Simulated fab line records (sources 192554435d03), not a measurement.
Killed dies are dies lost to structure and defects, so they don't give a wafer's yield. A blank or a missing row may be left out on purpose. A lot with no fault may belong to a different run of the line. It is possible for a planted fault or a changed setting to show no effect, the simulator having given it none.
Matching of chambers	flow n5 finfet	3 sister chambers for N5_BEOL_M14_DEP_53 on pecvd-01
The step deposits SiCN from 3MS/NH3, target thk 50 nm, time 17.8 s. 6 wafers are shown with their chamber, then 7 later ones without.

== EACH WAFER AND ITS CHAMBER ==
wafer	chamber	showerhead vpp V (V)	throttle valve pct (%)
L076.3	0	1564	18.9
L083.2	1	1586	17.0
L084.2	1	1548	17.0
L084.4	0	1556	19.3
L088.3	2	1768	17.8
L088.5	2	1778	17.7

== WAFERS WITHOUT THEIR CHAMBER ==
wafer	showerhead vpp V (V)	throttle valve pct (%)
L088.6	1574	19.2
L093.3	1584	19.3
L093.5	1793	17.7
L093.6	1593	17.0
L095.1	1823	17.9
L095.2	1573	19.4
L095.3	1567	16.8

== WHICH CHAMBER EACH WENT THROUGH ==
wafer	from the rows above	in truth
L088.6	0	0
L093.3	0	0
L093.5	2	2
L093.6	1	1
L095.1	2	2
L095.2	0	0
L095.3	1	1
7 of 7 placed correctly. From these rows, 0 cannot be placed. Wrongly placed: 0.
How it was worked out, from the rows above alone: a wafer's distance from a chamber is the root of the sum, over the readings, of the square of ((its reading less the chamber's mean) divided by the reading's scatter). If the next closest chamber is less than 2 further off than the closest, the wafer can't be placed; otherwise it belongs to the closest. The mean given for a chamber averages the wafers shown for that chamber. The scatter: take each reading less its chamber's mean, square it, sum over the shown wafers, divide by the number of wafers less the number of chambers, and take the root.
